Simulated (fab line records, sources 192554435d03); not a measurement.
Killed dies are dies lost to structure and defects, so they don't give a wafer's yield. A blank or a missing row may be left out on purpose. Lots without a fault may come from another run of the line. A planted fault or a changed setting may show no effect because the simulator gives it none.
Split-lot experiment | flow n5_finfet | 7 lots, 39 wafers read, on a route of 1938 steps

THE SPLIT
At N5_GATE_CUT_ETCH_58 (etches SiNx in CH3F/O2, target depth 17 nm, time 128.6 s), the setting time_s was moved away from the recipe's 128.6 s on 12 of the 39 wafers read, by -10.0% to +19.4%. The other wafers ran this setting at the recipe's value.

The reading is taken at the split's own step.

THE READING
etch.depth_nm (the simulator's own value, which no gauge read), in nm, at N5_GATE_CUT_ETCH_58 (etches SiNx in CH3F/O2, target depth 17 nm, time 128.6 s). The file gives no usual value for it. The 27 wafers here that ran the recipe average 16.97 nm, standard deviation 0.29 nm.

wafer  | tool, chamber at the split | time_s as run, s | against the recipe | etch.depth_nm, nm | against lot-mates on the recipe
L075.1 | rie_diel-05, 3             | 128.6            | recipe             | 17.04             | -
L075.2 | rie_diel-05, 2             | 128.6            | recipe             | 16.37             | -
L075.4 | rie_diel-05, 1             | 128.6            | recipe             | 16.73             | -
L079.1 | rie_diel-02, 0             | 128.6            | recipe             | 17.43             | -
L079.2 | rie_diel-02, 3             | 128.6            | recipe             | 16.73             | -
L079.3 | rie_diel-02, 2             | 115.7            | -10.0%             | 15.46             | -1.67
L079.4 | rie_diel-02, 0             | 115.7            | -10.0%             | 15.84             | -1.29
L079.5 | rie_diel-02, 3             | 115.7            | -10.0%             | 15.09             | -2.04
L079.6 | rie_diel-02, 2             | 128.6            | recipe             | 17.22             | -
L081.1 | rie_diel-05, 3             | 128.6            | recipe             | 17.17             | -
L081.2 | rie_diel-05, 0             | 137.2            | +6.7%              | 18.39             | +1.16
L081.3 | rie_diel-05, 1             | 137.2            | +6.7%              | 17.94             | +0.71
L081.4 | rie_diel-05, 2             | 137.2            | +6.7%              | 17.61             | +0.38
L081.5 | rie_diel-05, 0             | 128.6            | recipe             | 17.31             | -
L081.6 | rie_diel-05, 3             | 128.6            | recipe             | 17.21             | -
L085.1 | rie_diel-01, 0             | 128.6            | recipe             | 16.81             | -
L085.2 | rie_diel-01, 3             | 128.6            | recipe             | 17.04             | -
L085.3 | rie_diel-01, 1             | 147.1            | +14.4%             | 19.15             | +2.31
L085.4 | rie_diel-01, 2             | 147.1            | +14.4%             | 19.14             | +2.30
L085.5 | rie_diel-01, 2             | 128.6            | recipe             | 16.66             | -
L085.6 | rie_diel-01, 3             | 147.1            | +14.4%             | 19.42             | +2.58
L090.1 | rie_diel-05, 0             | 128.6            | recipe             | 17.38             | -
L090.2 | rie_diel-05, 3             | 153.5            | +19.4%             | 20.4              | +3.55
L090.3 | rie_diel-05, 2             | 153.5            | +19.4%             | 19.82             | +2.97
L090.4 | rie_diel-05, 1             | 128.6            | recipe             | 16.44             | -
L090.5 | rie_diel-05, 3             | 153.5            | +19.4%             | 20.72             | +3.87
L090.6 | rie_diel-05, 2             | 128.6            | recipe             | 16.73             | -
L091.1 | rie_diel-01, 1             | 128.6            | recipe             | 16.97             | -
L091.2 | rie_diel-01, 2             | 128.6            | recipe             | 16.67             | -
L091.3 | rie_diel-01, 3             | 128.6            | recipe             | 16.98             | -
L091.4 | rie_diel-01, 3             | 128.6            | recipe             | 17.04             | -
L091.5 | rie_diel-01, 2             | 128.6            | recipe             | 16.79             | -
L091.6 | rie_diel-01, 1             | 128.6            | recipe             | 16.95             | -
L097.1 | rie_diel-02, 3             | 128.6            | recipe             | 16.61             | -
L097.2 | rie_diel-02, 2             | 128.6            | recipe             | 17.01             | -
L097.3 | rie_diel-02, 0             | 128.6            | recipe             | 17.44             | -
L097.4 | rie_diel-02, 1             | 128.6            | recipe             | 17.21             | -
L097.5 | rie_diel-02, 1             | 128.6            | recipe             | 17.12             | -
L097.6 | rie_diel-02, 0             | 128.6            | recipe             | 17.23             | -

THE FIT
A straight line over all 39 wafers: etch.depth_nm changes by +0.163 nm for each +1% of time_s; r = +0.97; the points scatter about the line by 0.31 nm.
The same after taking each lot's own level away (the mean of its wafers on the recipe; 39 wafers): +0.17 nm for each +1%; r = +0.97; scatter 0.29 nm.
On that fit, the largest move of time_s shifts the reading by 3.3 nm.
The lots' own levels span 16.713 to 17.230 nm, that is 1.8 times the standard deviation above.
So the lot-to-lot level changes the slope little: the two slopes agree.
Check: with one of the wafers moved furthest among these (+19.4%) left out of the fit, the line predicts +3.22 nm for it against its lot-mates. It came out at +3.55 nm against them.

OTHER SPLITS ON THESE WAFERS
These wafers also went through other splits before the reading. Each is held against what the fit with the lots' levels taken away leaves over:
other split on the same wafers        | wafers away from the commonest value | r with etch.depth_nm (lot level and that fit taken away)
N5_PMOS_HMC_CHANNEL_EPI_EPI_20 temp_c | 9                                    | +0.11
N5_DUMMY_GATE_ETCH_32 time_s          | 15                                   | -0.02
N5_SD_EPI_P_ETCH_16 target_depth_a    | 18                                   | -0.28

THE FILE'S OWN FIT
etch.depth_nm changes by +0.169 nm for each +1% of time_s, r = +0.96.
